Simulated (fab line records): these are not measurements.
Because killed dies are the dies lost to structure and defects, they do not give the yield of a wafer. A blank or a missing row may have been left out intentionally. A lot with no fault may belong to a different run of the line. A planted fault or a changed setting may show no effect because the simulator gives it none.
fab line records	flow n5_finfet	part 1 of 2: steps 1 to 14 of 24
record: lots: 5	wafers: 15	last_day: 17
route steps=1938 shown BEOL_M2@880
lots untouched by any fault: they come from a run of this same line in which no faults occurred
start_h: hours from the record's opening day to when the first of the lot's shown wafers began	wait_h: hours from the lot's prior step to this one	" as in the row above	L1.1+2: a row that stands for several wafers	- no value, or no start given	* or withheld: withheld	< > ~ a bound
route shown NAME@n: names a module that has steps shown in the file, with the first one's number in the route	usual: mean/standard deviation of fault-free wafers	same: alike in all rows	chamber/n: place in a boat	sites: the reading at each site	_std_site: the standard deviation of these	_edge_site: the outer-site mean with the inner-site mean subtracted	radius_mm: how far each site lies from the wafer's centre	mask NAME#n: copy n	behind: the last tool/chamber to shape the wafer	hold: why the lot went on hold/how many hours it stayed there/how the hold came to an end	device: which transistor (n, p or np) failed to switch	end of line: tests run on the same wafers once the route is complete	a step given without rows: its recipe and nothing more	killed: dies lost to structure and defects at the first sort, not the wafer's yield	map: a wafer's dies, x killed, . not, _ none there
set.NAME: the run value of the setting; set.NAME@STEP: its run value at that earlier step	model.NAME: the simulator's own value behind a step, which no gauge read
a table for each step, a row for each wafer; lots at some steps of the route
services: the hour from which a tool's chamber was out of use, counted from the record's first day as start_h (under 0 if before that day), plus the number of hours and why
== steps ==
step: N5_BEOL_M2_ETCH_77
recipe: chemistry: N2/H2	target: underlayer	target_depth_a: 65	mask_material: CAR-EUV	time_s: 5.2	ion_energy_ev: 200	pressure_mtorr: 30	source_w: 840	bias_w: 150	n2_flow_sccm: 200	h2_flow_sccm: 200	ends: cleared
usual: drypump_motor_current_A: 5.7/0.51	etch_rf_on_time_s: 5.14/0.14	h2_flow_sccm: 200.0/0.66	oes_product_au: 0.67/0.073	rf_vpp_V: 523/3.1	showerhead_plenum_p_Torr: 2.51/0.098	throttle_valve_pct: 17.95/0.24
lot.wafer	tool	chamber	start_h	wait_h	drypump_motor_current_A	etch_rf_on_time_s	h2_flow_sccm	oes_product_au	rf_hours_counter_h	rf_vpp_V	showerhead_plenum_p_Torr	throttle_valve_pct
L075.2	rie_diel-04	0	140.59	0.0	6.0	5.17	199.1	0.65	130	529	2.67	18.14
L075.5	"	3	"	"	4.9	5.16	200.5	0.63	-	521	2.44	18.11
L075.6	"	1	"	"	5.8	5.12	200.3	0.77	-	526	2.59	18.04
L086.2	rie_diel-04	0	226.14	0.0	6.0	5.20	198.8	0.62	149	529	2.66	18.19
L086.5	"	0	"	"	6.0	5.17	200.0	0.64	-	527	2.67	18.16
L086.6	"	1	"	"	5.8	5.17	200.0	0.72	-	525	2.58	18.08
L089.2	rie_diel-04	1	226.46	0.0	5.8	5.15	198.5	0.72	63	527	2.58	18.08
L089.5	"	0	"	"	6.0	5.24	200.2	0.62	-	528	2.66	18.17
L089.6	"	1	"	"	5.8	5.23	199.2	0.71	-	524	2.58	18.08
L092.1	rie_diel-05	2	239.77	0.0	6.6	5.06	200.7	0.67	150	524	2.55	17.82
L092.2	"	0	"	"	5.7	5.31	200.1	0.61	204	519	2.52	18.30
L092.3	"	1	"	"	6.2	4.98	199.2	0.62	221	523	2.40	18.13
L097.1	rie_diel-05	1	283.98	0.0	6.1	5.09	199.9	0.60	232	522	2.40	18.16
L097.2	"	3	"	"	5.4	4.93	199.8	0.63	206	523	2.50	17.76
L097.5	"	1	"	"	6.1	5.13	200.0	0.60	-	521	2.40	18.15
step: N5_BEOL_M2_ETCH_69
recipe: chemistry: CF4	target: SiARC	target_depth_a: 156	mask_material: CAR-EUV	time_s: 26	ion_energy_ev: 80	pressure_mtorr: 40	source_w: 545	bias_w: 36	Ar_flow_sccm: 100	cf4_flow_sccm: 100	ends: cleared
usual: drypump_motor_current_A: 5.7/0.51	etch_rf_on_time_s: 25.7/0.68	mfc_ar_sccm: 100.1/0.32	oes_product_au: 0.67/0.074	rf_vpp_V: 183.6/1.3	showerhead_plenum_p_Torr: 2.11/0.077	throttle_valve_pct: 15.69/0.21
lot.wafer	tool	chamber	start_h	wait_h	drypump_motor_current_A	etch_rf_on_time_s	mfc_ar_sccm	oes_product_au	rf_hours_counter_h	rf_vpp_V	showerhead_plenum_p_Torr	throttle_valve_pct
L075.2	rie_diel-04	0	140.61	0.0	6.0	25.6	100.5	0.65	130	185.3	2.24	15.72
L075.5	"	3	"	"	4.9	25.3	100.2	0.64	-	182.0	2.06	15.80
L075.6	"	1	"	"	5.8	25.4	100.4	0.78	-	185.1	2.19	15.75
L086.2	rie_diel-04	0	226.16	0.0	6.0	25.2	99.8	0.64	149	185.5	2.23	15.77
L086.5	"	0	"	"	6.0	25.5	99.8	0.64	-	184.7	2.23	15.77
L086.6	"	1	"	"	5.8	25.5	100.1	0.72	-	185.3	2.18	15.81
L089.2	rie_diel-04	1	226.48	0.0	5.8	25.7	100.2	0.73	63	184.9	2.18	15.83
L089.5	"	0	"	"	6.0	26.1	99.5	0.63	-	184.6	2.23	15.77
L089.6	"	1	"	"	5.8	25.8	100.1	0.72	-	183.4	2.18	15.81
L092.1	rie_diel-05	2	239.78	0.0	6.5	25.7	100.2	0.67	150	184.3	2.13	15.54
L092.2	"	0	"	"	5.7	26.7	100.5	0.61	204	183.6	2.11	15.94
L092.3	"	1	"	"	6.1	25.0	100.4	0.62	221	184.5	2.02	15.98
L097.1	rie_diel-05	1	284.00	0.0	6.1	25.3	99.6	0.61	232	182.9	2.02	15.99
L097.2	"	3	"	"	5.4	24.9	100.1	0.64	206	182.9	2.11	15.65
L097.5	"	1	"	"	6.1	25.2	99.6	0.61	-	183.0	2.02	16.00
step: N5_BEOL_M2_ALD_98
recipe: material: SiO2	target_thk_a: 25	temp_c: 100	ald_precursor_family: BDEAS	ald_co_reactant: O2-plasma	pulse_time_s: 1	co_reactant_pulse_time_s: 1	purge_time_s: 2	co_reactant_purge_time_s: 2	ald_cycles: 17	pressure_torr: 2
usual: heater_power_w: 79/6	precursor_pulse_height_rel: 0.999/0.02
same: co_reactant_purge_time_s: 2
lot.wafer	tool	chamber	start_h	wait_h	heater_power_w	precursor_pulse_height_rel
L075.2	ald_sin-02	2	140.70	0.1	76	0.969
L075.5	"	3	"	"	77	0.993
L075.6	"	0	"	"	75	0.967
L086.2	ald_sin-03	3	226.24	0.1	67	0.992
L086.5	"	1	"	"	88	0.997
L086.6	"	2	"	"	89	0.992
L089.2	ald_sin-03	0	226.56	0.1	77	1.008
L089.5	"	0	"	"	77	0.986
L089.6	"	1	"	"	86	1.012
L092.1	ald_sin-03	2	239.87	0.1	89	1.031
L092.2	"	3	"	"	70	0.986
L092.3	"	1	"	"	87	1.002
L097.1	ald_sin-03	1	284.47	0.4	85	0.991
L097.2	"	2	"	"	82	1.019
L097.5	"	1	"	"	85	0.983
step: N5_BEOL_M2_ETCHBACK_99
recipe: chemistry: CHF3	target: SiO2	target_depth_a: 50	time_s: 10.4	source_w: 215	bias_w: 47	Ar_flow_sccm: 200	CHF3_flow_sccm: 12	ion_energy_ev: 100	pressure_mtorr: 30
usual: drypump_motor_current_A: 5.6/0.54	mfc_ar_sccm: 199.9/0.57	oes_product_au: 0.77/0.078	rf_vpp_V: 240/5.6	showerhead_plenum_p_Torr: 2.14/0.08	throttle_valve_pct: 17.20/0.18
lot.wafer	tool	chamber	start_h	wait_h	drypump_motor_current_A	mfc_ar_sccm	oes_product_au	rf_hours_counter_h	rf_vpp_V	showerhead_plenum_p_Torr	throttle_valve_pct
L075.2	rie_diel-04	3	142.52	1.8	4.9	200.6	0.75	145	241	2.07	17.32
L075.5	"	3	"	"	4.9	200.9	0.74	-	243	2.07	17.31
L075.6	"	1	"	"	5.8	199.5	0.89	-	231	2.21	17.27
L086.2	rie_diel-04	1	229.17	2.9	5.8	199.4	0.84	64	232	2.19	17.31
L086.5	"	1	"	"	5.8	200.0	0.85	-	232	2.19	17.31
L086.6	"	2	"	"	4.9	199.1	0.68	-	246	2.22	17.24
L089.2	rie_diel-04	0	230.08	3.5	6.0	199.5	0.74	151	237	2.25	17.22
L089.5	"	0	"	"	6.0	199.6	0.74	-	238	2.25	17.25
L089.6	"	1	"	"	5.8	200.3	0.84	-	232	2.19	17.34
L092.1	rie_diel-05	2	243.55	3.6	6.5	200.2	0.77	152	250	2.13	16.97
L092.2	"	3	"	"	5.4	199.7	0.74	190	247	2.14	17.16
L092.3	"	1	"	"	6.1	200.8	0.71	223	231	2.01	17.35
L097.1	rie_diel-06	1	285.38	0.9	5.6	200.0	0.71	220	237	1.96	17.36
L097.2	"	2	"	"	5.6	199.1	0.86	56	242	2.16	16.78
L097.5	"	3	"	"	5.1	200.2	0.85	-	242	2.10	16.91
step: N5_BEOL_M2_ETCH_70
recipe: chemistry: N2/H2	target: SOC	target_depth_a: 800	overetch_a: 240	mask_material: SiARC	temp_c: 40	time_s: 130	ion_energy_ev: 200	pressure_mtorr: 30	source_w: 840	bias_w: 150	n2_flow_sccm: 200	h2_flow_sccm: 200
usual: drypump_motor_current_A: 5.7/0.53	h2_flow_sccm: 200.0/0.64	oes_product_au: 0.57/0.054	rf_vpp_V: 523.6/2.7	showerhead_plenum_p_Torr: 2.53/0.096	temp_c: 40.01/0.11	throttle_valve_pct: 17.95/0.2
lot.wafer	tool	chamber	start_h	wait_h	drypump_motor_current_A	h2_flow_sccm	oes_product_au	rf_hours_counter_h	rf_vpp_V	showerhead_plenum_p_Torr	temp_c	throttle_valve_pct
L075.2	rie_diel-04	3	142.56	0.0	4.9	199.8	0.54	145	521.0	2.45	39.82	18.07
L075.5	"	3	"	"	4.9	199.8	0.54	-	520.2	2.44	39.87	18.05
L075.6	"	1	"	"	5.8	199.5	0.65	-	526.2	2.59	39.93	17.97
L086.2	rie_diel-04	1	229.20	0.0	5.8	199.1	0.62	64	524.7	2.58	40.14	18.05
L086.5	"	1	"	"	5.8	199.9	0.62	-	525.3	2.58	40.06	18.03
L086.6	"	2	"	"	4.9	200.4	0.52	-	525.2	2.62	40.05	17.89
L089.2	rie_diel-04	0	230.12	0.0	6.0	199.5	0.54	151	527.7	2.66	40.01	18.13
L089.5	"	0	"	"	6.0	200.5	0.55	-	526.9	2.66	40.00	18.13
L089.6	"	1	"	"	5.8	199.6	0.62	-	525.1	2.58	39.85	18.04
L092.1	rie_diel-05	2	243.58	0.0	6.5	201.0	0.57	152	523.5	2.55	40.07	17.78
L092.2	"	3	"	"	5.4	199.1	0.54	190	523.1	2.50	39.88	17.69
L092.3	"	1	"	"	6.1	200.7	0.52	223	520.5	2.40	40.19	18.11
L097.1	rie_diel-06	1	285.42	0.0	5.6	200.4	0.52	220	517.6	2.30	40.09	17.94
L097.2	"	2	"	"	5.6	200.1	0.63	56	525.6	2.56	39.99	17.48
L097.5	"	3	"	"	5.1	199.8	0.61	-	521.4	2.48	40.06	17.72
step: N5_BEOL_M2_STRIP_71
recipe: chemistry: N2/H2	temp_c: 40	n2_flow_sccm: 200	h2_flow_sccm: 200	rf_frequency_hz: 6e+07
lot.wafer	tool	chamber	start_h	wait_h
L075.2+5+6	rie_diel-04	3,3,1	142.64	0.0
L086.2+5+6	rie_diel-04	1,1,2	229.29	0.0
L089.2+5+6	rie_diel-04	0,0,1	230.20	0.0
L092.1+2+3	rie_diel-05	2,3,1	243.67	0.0
L097.1+2+5	rie_diel-06	1,2,3	285.51	0.0
step: N5_BEOL_M2_STRIP_78
recipe: chemistry: N2/H2	temp_c: 40	n2_flow_sccm: 200	h2_flow_sccm: 200	rf_frequency_hz: 6e+07
lot.wafer	tool	chamber	start_h	wait_h
L075.2+5+6	rie_diel-04	3,3,1	142.65	0.0
L086.2+5+6	rie_diel-04	1,1,2	229.30	0.0
L089.2+5+6	rie_diel-04	0,0,1	230.21	0.0
L092.1+2+3	rie_diel-05	2,3,1	243.68	0.0
L097.1+2+5	rie_diel-06	1,2,3	285.52	0.0
step: N5_BEOL_M2_VIA_ETCH_34
recipe: chemistry: C4F6/O2	target_depth_a: 694	mask_material: SOC	pressure_mtorr: 15	ion_energy_ev: 250	taper_deg: 4	time_s: 65.9	source_w: 350	bias_w: 170	Ar_flow_sccm: 300	C4F6_flow_sccm: 10	O2_flow_sccm: 10
usual: drypump_motor_current_A: 5.7/0.54	mfc_ar_sccm: 300.0/0.96	oes_product_au: 0.77/0.078	rf_vpp_V: 662/15	showerhead_plenum_p_Torr: 2.83/0.1	throttle_valve_pct: 30.88/0.26
lot.wafer	tool	chamber	start_h	wait_h	drypump_motor_current_A	mfc_ar_sccm	oes_product_au	rf_hours_counter_h	rf_vpp_V	showerhead_plenum_p_Torr	throttle_valve_pct
L075.2	rie_diel-04	3	142.66	0.0	4.9	299.9	0.75	145	669	2.74	31.11
L075.5	"	3	"	"	4.9	299.3	0.75	-	669	2.74	31.10
L075.6	"	1	"	"	5.8	299.4	0.89	-	639	2.91	31.17
L086.2	rie_diel-04	1	229.31	0.0	5.8	298.4	0.84	64	639	2.89	31.19
L086.5	"	1	"	"	5.8	299.1	0.85	-	639	2.89	31.19
L086.6	"	2	"	"	4.9	300.4	0.69	-	680	2.93	30.87
L089.2	rie_diel-04	0	230.22	0.0	6.0	299.1	0.74	151	658	2.96	30.85
L089.5	"	0	"	"	6.0	299.1	0.74	-	657	2.96	30.84
L089.6	"	1	"	"	5.8	299.0	0.85	-	639	2.89	31.20
L092.1	rie_diel-05	2	243.69	0.0	6.5	300.4	0.78	152	689	2.82	30.37
L092.2	"	3	"	"	5.4	301.5	0.74	190	677	2.83	30.87
L092.3	"	1	"	"	6.1	299.8	0.72	223	642	2.67	30.64
L097.1	rie_diel-06	1	285.53	0.0	5.6	300.0	0.70	220	653	2.60	31.12
L097.2	"	2	"	"	5.6	301.1	0.86	56	668	2.86	30.34
L097.5	"	3	"	"	5.1	301.2	0.86	-	669	2.77	30.63
step: N5_BEOL_M2_STRIP_83
recipe: chemistry: C4F6/O2	resist: SiARC	rf_frequency_hz: 6e+07
lot.wafer	tool	chamber	start_h	wait_h
L075.2+5+6	rie_diel-04	3,3,1	142.72	0.0
L086.2+5+6	rie_diel-04	1,1,2	229.36	0.0
L089.2+5+6	rie_diel-04	0,0,1	230.28	0.0
L092.1+2+3	rie_diel-05	2,3,1	243.74	0.0
L097.1+2+5	rie_diel-06	1,2,3	285.58	0.0
step: N5_BEOL_M2_STRIP_36
recipe: chemistry: N2/H2	power_w: 450	temp_c: 40	pressure_mtorr: 20	rf_frequency_hz: 6e+07	overash_fraction: 0.3	bias_power_w: 7	h2_frac: 0.5	n2_flow_sccm: 200	h2_flow_sccm: 200
usual: drypump_motor_current_A: 5.6/0.54	h2_flow_sccm: 200.0/0.56	oes_product_au: 0.77/0.076	rf_vpp_V: 58.8/1.4	showerhead_plenum_p_Torr: 2.53/0.095	temp_c: 40.00/0.12	throttle_valve_pct: 23.80/0.28
lot.wafer	tool	chamber	start_h	wait_h	drypump_motor_current_A	h2_flow_sccm	oes_product_au	rf_hours_counter_h	rf_vpp_V	showerhead_plenum_p_Torr	temp_c	throttle_valve_pct
L075.2	rie_diel-04	3	142.73	0.0	4.9	200.2	0.74	145	59.2	2.44	39.79	23.93
L075.5	"	3	"	"	4.9	200.3	0.75	-	58.3	2.44	40.08	23.94
L075.6	"	1	"	"	5.8	200.0	0.89	-	60.5	2.59	39.85	23.97
L086.2	rie_diel-04	1	229.37	0.0	5.8	199.3	0.83	64	59.2	2.57	39.94	23.99
L086.5	"	1	"	"	5.8	199.7	0.84	-	57.4	2.57	39.89	24.00
L086.6	"	2	"	"	4.9	199.6	0.70	-	57.9	2.61	39.81	23.58
L089.2	rie_diel-04	0	230.29	0.0	6.0	199.9	0.73	151	59.8	2.66	39.88	24.09
L089.5	"	0	"	"	6.0	199.7	0.74	-	57.3	2.66	39.82	24.10
L089.6	"	1	"	"	5.8	200.0	0.84	-	58.7	2.57	40.07	24.02
L092.1	rie_diel-05	2	243.75	0.0	6.5	200.1	0.78	152	56.6	2.54	39.83	23.52
L092.2	"	3	"	"	5.4	199.6	0.73	190	57.6	2.50	39.92	23.37
L092.3	"	1	"	"	6.1	198.4	0.71	223	60.0	2.40	39.95	23.70
L097.1	rie_diel-06	1	285.59	0.0	5.6	199.5	0.69	220	58.1	2.29	39.96	23.69
L097.2	"	2	"	"	5.6	200.2	0.84	56	60.0	2.56	39.98	23.23
L097.5	"	3	"	"	5.1	199.3	0.84	-	58.7	2.47	39.91	23.63
step: N5_BEOL_M2_TRENCH_ETCH_37
recipe: chemistry: C4F6/O2	target_depth_a: 555.55	target: SiOC	time_s: 29.2	ion_energy_ev: 250	pressure_mtorr: 30	source_w: 355	bias_w: 185	Ar_flow_sccm: 300	C4F6_flow_sccm: 10	O2_flow_sccm: 10
usual: drypump_motor_current_A: 5.6/0.54	mfc_ar_sccm: 300.0/0.92	oes_product_au: 0.77/0.078	rf_vpp_V: 662/16	showerhead_plenum_p_Torr: 2.84/0.1	throttle_valve_pct: 20.99/0.19
lot.wafer	tool	chamber	start_h	wait_h	drypump_motor_current_A	mfc_ar_sccm	oes_product_au	rf_hours_counter_h	rf_vpp_V	showerhead_plenum_p_Torr	throttle_valve_pct
L075.2	rie_diel-04	3	-	-	4.9	301.6	0.74	145	667	2.75	21.14
L075.5	"	3	"	"	4.9	299.1	0.74	-	669	2.75	21.14
L075.6	"	1	"	"	5.8	301.1	0.89	-	640	2.91	21.12
L086.2	rie_diel-04	1	-	-	5.8	299.9	0.83	64	637	2.90	21.18
L086.5	"	1	"	"	5.8	301.2	0.85	-	638	2.90	21.18
L086.6	"	2	"	"	4.9	298.5	0.68	-	681	2.93	20.99
L089.2	rie_diel-04	0	-	-	6.0	300.0	0.73	151	656	2.96	21.01
L089.5	"	0	"	"	6.0	298.5	0.74	-	659	2.96	21.02
L089.6	"	1	"	"	5.8	300.4	0.84	-	641	2.90	21.18
L092.1	rie_diel-05	2	-	-	6.5	299.9	0.78	152	690	2.82	20.68
L092.2	"	3	"	"	5.4	299.9	0.76	190	676	2.83	20.93
L092.3	"	1	"	"	6.1	300.5	0.72	223	642	2.67	21.05
L097.1	rie_diel-06	1	-	-	5.6	299.7	0.70	220	654	2.60	21.13
L097.2	"	2	"	"	5.6	300.2	0.87	56	668	2.86	20.53
L097.5	"	3	"	"	5.1	299.7	0.86	-	670	2.78	20.73
step: N5_BEOL_M2_ETCH_41
recipe: chemistry: CH3F/O2	target: SiCN	target_depth_a: 299	taper_deg: 2	time_s: 52.5	ion_energy_ev: 120	mask_material: TiN	pressure_mtorr: 30	source_w: 395	bias_w: 75	Ar_flow_sccm: 150	CH3F_flow_sccm: 30	O2_flow_sccm: 20
usual: drypump_motor_current_A: 5.6/0.54	mfc_ar_sccm: 150.0/0.48	oes_product_au: 0.77/0.078	rf_vpp_V: 297.2/1.7	showerhead_plenum_p_Torr: 1.99/0.074	throttle_valve_pct: 16.45/0.18
lot.wafer	tool	chamber	start_h	wait_h	drypump_motor_current_A	mfc_ar_sccm	oes_product_au	rf_hours_counter_h	rf_vpp_V	showerhead_plenum_p_Torr	throttle_valve_pct
L075.2	rie_diel-04	3	-	-	4.9	148.7	0.74	145	296.5	1.93	16.56
L075.5	"	3	"	"	4.9	149.5	0.73	-	297.0	1.93	16.56
L075.6	"	1	"	"	5.8	149.7	0.89	-	298.0	2.05	16.48
L086.2	rie_diel-04	1	-	-	5.8	150.7	0.83	64	298.2	2.04	16.54
L086.5	"	1	"	"	5.8	150.4	0.84	-	298.7	2.04	16.54
L086.6	"	2	"	"	4.9	148.9	0.69	-	299.2	2.07	16.52
L089.2	rie_diel-04	0	-	-	6.0	149.8	0.75	151	298.5	2.09	16.50
L089.5	"	0	"	"	6.0	149.4	0.74	-	300.0	2.09	16.49
L089.6	"	1	"	"	5.8	150.1	0.83	-	299.8	2.04	16.54
L092.1	rie_diel-05	2	-	-	6.5	149.5	0.78	152	299.0	1.98	16.22
L092.2	"	3	"	"	5.4	150.1	0.76	190	298.4	1.99	16.43
L092.3	"	1	"	"	6.1	151.2	0.72	223	295.5	1.87	16.63
L097.1	rie_diel-06	1	-	-	5.6	149.4	0.70	220	293.3	1.82	16.64
L097.2	"	2	"	"	5.6	150.4	0.86	56	298.6	2.01	16.03
L097.5	"	3	"	"	5.1	150.6	0.86	-	295.2	1.95	16.19
step: N5_BEOL_M2_STRIP_97
recipe: chemistry: N2/H2	time_s: 10	power_w: 450	temp_c: 40	pressure_mtorr: 20	rf_frequency_hz: 6e+07	bias_power_w: 7	n2_flow_sccm: 200	h2_flow_sccm: 200
usual: drypump_motor_current_A: 5.6/0.54	h2_flow_sccm: 200.0/0.6	oes_product_au: 0.77/0.076	rf_vpp_V: 59.1/0.84	showerhead_plenum_p_Torr: 2.53/0.095	temp_c: 40.00/0.12	throttle_valve_pct: 23.80/0.28
lot.wafer	tool	chamber	start_h	wait_h	drypump_motor_current_A	h2_flow_sccm	oes_product_au	rf_hours_counter_h	rf_vpp_V	showerhead_plenum_p_Torr	temp_c	throttle_valve_pct
L075.2	rie_diel-04	3	-	-	4.9	200.2	0.74	145	58.6	2.44	39.88	23.94
L075.5	"	3	"	"	4.9	200.1	0.73	-	59.2	2.44	40.02	23.94
L075.6	"	1	"	"	5.8	199.8	0.88	-	58.8	2.59	40.01	23.94
L086.2	rie_diel-04	1	-	-	5.8	199.8	0.85	64	60.0	2.57	40.01	24.01
L086.5	"	1	"	"	5.8	199.8	0.84	-	59.2	2.57	39.93	23.98
L086.6	"	2	"	"	4.9	200.8	0.69	-	60.2	2.61	39.97	23.60
L089.2	rie_diel-04	0	-	-	6.0	199.3	0.74	151	59.2	2.66	40.18	24.08
L089.5	"	0	"	"	6.0	200.3	0.74	-	57.7	2.66	40.10	24.09
L089.6	"	1	"	"	5.8	200.1	0.84	-	60.6	2.57	39.93	24.00
L092.1	rie_diel-05	2	-	-	6.5	199.8	0.78	152	58.4	2.54	39.76	23.51
L092.2	"	3	"	"	5.4	200.0	0.74	190	59.0	2.50	40.15	23.35
L092.3	"	1	"	"	6.1	199.7	0.73	223	58.3	2.40	40.03	23.71
L097.1	rie_diel-06	1	-	-	5.7	200.1	0.70	220	58.6	2.29	40.04	23.68
L097.2	"	2	"	"	5.6	199.4	0.85	56	58.4	2.56	40.09	23.21
L097.5	"	3	"	"	5.1	200.1	0.85	-	58.5	2.47	39.83	23.65
step: N5_BEOL_M2_OCD_MEAS_38
usual: trench_depth_nm: 55.6/1.1
lot.wafer	tool	chamber	start_h	wait_h	trench_depth_nm
L075.2	ocd-01	-	142.92	-	56.6
L075.5	"	-	"	"	56.7
L075.6	"	-	"	"	55.6
L086.2	ocd-01	-	229.56	-	55.2
L086.5	"	-	"	"	55.6
L086.6	"	-	"	"	53.4
L089.2	ocd-01	-	230.49	-	55.0
L089.5	"	-	"	"	55.7
L089.6	"	-	"	"	55.8
L092.1	ocd-02	-	243.94	-	55.9
L092.2	"	-	"	"	57.8
L092.3	"	-	"	"	56.4
L097.1	ocd-02	-	285.78	-	56.0
L097.2	"	-	"	"	57.3
L097.5	"	-	"	"	56.9
